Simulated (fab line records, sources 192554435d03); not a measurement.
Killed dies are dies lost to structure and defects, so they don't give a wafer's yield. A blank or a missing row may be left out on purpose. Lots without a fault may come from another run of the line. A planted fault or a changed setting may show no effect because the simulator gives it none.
One fault seen from 3 desks | flow n5_finfet | each desk has only its own numbers; what lay behind them comes last

THE DEFECT DESK
What the inspections along the route counted, lot by lot: means of the sampled wafers that have a number. A lot is out of limits, marked OUT, if its mean lies more than 4 standard deviations from the usual mean; the brackets give that distance.
Columns: A = raw_defect_count at N5_BEOL_M10_INSPECT_58, usual 77
lot  | first seen here | A
L294 | day 12 16:39    | 78
L297 | day 13 14:35    | 80
L301 | day 13 14:52    | 81
L300 | day 13 18:31    | 59
L306 | day 14 19:29    | 76
L307 | day 15 12:02    | 65
L311 | day 16 17:29    | 87
L309 | day 16 19:33    | 86
This desk's finding: nothing out of limits on any of the 8 lots.

THE METROLOGY DESK
What the gauges read, lot by lot, whatever tool the lot ran on: means of the sampled wafers that have a number. A lot is out of limits, marked OUT, if its mean lies more than 4 standard deviations from the usual mean; the brackets give that distance. Of its 26 readings 7 are shown: the one that was out of limits first, and those that lie furthest out on some lot.
Columns: A = cd_nm at N5_BEOL_M11_CD_MEAS_11, usual 64.0 nm; B = cd_nm at N5_BEOL_M11_CD_MEAS_18, usual 69.7 nm; C = COMB_M7 at N5_BEOL_M15_RC_MEAS_101, usual 2.5e-11 S/m; D = SERP_M10 at N5_BEOL_M15_RC_MEAS_101, usual 3.04 ohm/um; E = SERP_M10_max_site at N5_BEOL_M15_RC_MEAS_101, usual 3.13 ohm/um; F = SERP_M11 at N5_BEOL_M15_RC_MEAS_101, usual 3.08 ohm/um; G = SERP_M11_max_site at N5_BEOL_M15_RC_MEAS_101, usual 3.18 ohm/um
lot  | first seen here | A               | B               | C       | D    | E    | F    | G
L294 | day 12 16:29    | 63.4            | 69.1            | 3.7e-11 | 2.92 | 2.98 | 3.19 | 3.35
L297 | day 13 14:26    | 64.1            | 70.1            | 2.6e-11 | 3.09 | 3.14 | 3.05 | 3.12
L301 | day 13 14:42    | 64.0            | 70.0            | 2.2e-11 | 3.06 | 3.14 | 3.18 | 3.27
L300 | day 13 18:21    | 58.3 (-7.0) OUT | 64.7 (-5.2) OUT | 2.4e-11 | 3.05 | 3.13 | 3.47 | 3.56
L306 | day 14 19:20    | 59.4 (-5.6) OUT | 64.6 (-5.2) OUT | 2.3e-11 | 3.26 | 3.37 | 3.42 | 3.49
L307 | day 15 11:52    | 63.0            | 68.7            | 2.6e-11 | 3.07 | 3.14 | 3.13 | 3.21
L311 | day 16 17:19    | 63.6            | 68.7            | 2.8e-11 | 3.17 | 3.26 | 3.08 | 3.20
L309 | day 16 19:23    | 64.4            | 70.2            | 2.9e-11 | 2.99 | 3.09 | 3.00 | 3.14
This desk's finding: out of limits on L300, L306; first on L300, day 13 21:03 (cd_nm at N5_BEOL_M11_CD_MEAS_11). In limits: L294, L297, L301, L307, L311, L309.

THE TOOL OWNER'S DESK: arfi_scanner-01
The tool's own readings at N5_BEOL_M11_EXPOSE_08 (exposes mask M11): means of the sampled wafers that have a number, for each lot that ran on this tool. A lot is out of limits, marked OUT, if its mean lies more than 4 standard deviations from the usual mean; the brackets give that distance.
Columns: A = exposure_dose_mJ_cm2 at N5_BEOL_M11_EXPOSE_08, usual 53.70
lot  | first seen here | A
L297 | day 13 17:48    | 53.75
L301 | day 13 17:56    | 53.74
L300 | day 13 20:56    | 47.53 (-99 or more) OUT
L306 | day 14 22:14    | 49.86 (-65) OUT
This desk's finding: out of limits on L300, L306; first on L300, day 13 20:56 (exposure_dose_mJ_cm2 at N5_BEOL_M11_EXPOSE_08). In limits: L297, L301.

PUT TOGETHER
The tool owner's desk could have raised an alarm at day 13 20:56, on L300, L306.
The metrology desk could have raised an alarm at day 13 21:03, on L300, L306.
The defect desk saw nothing out of limits.
The defect desk has L300, L306 on record, within its limits.
Of the lots named, all ran N5_BEOL_M11_EXPOSE_08 on arfi_scanner-01.

WHAT THE SIMULATOR HAD PUT IN
Process parameter drift: arfi_scanner-01, from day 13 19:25 on, at N5_BEOL_M11_EXPOSE_08. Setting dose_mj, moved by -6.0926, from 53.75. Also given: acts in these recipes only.
Lots struck among those shown: L300, L306.
Hours from the fault's start to each desk's first reading out of limits: the tool owner's desk, 2; the metrology desk, 2.
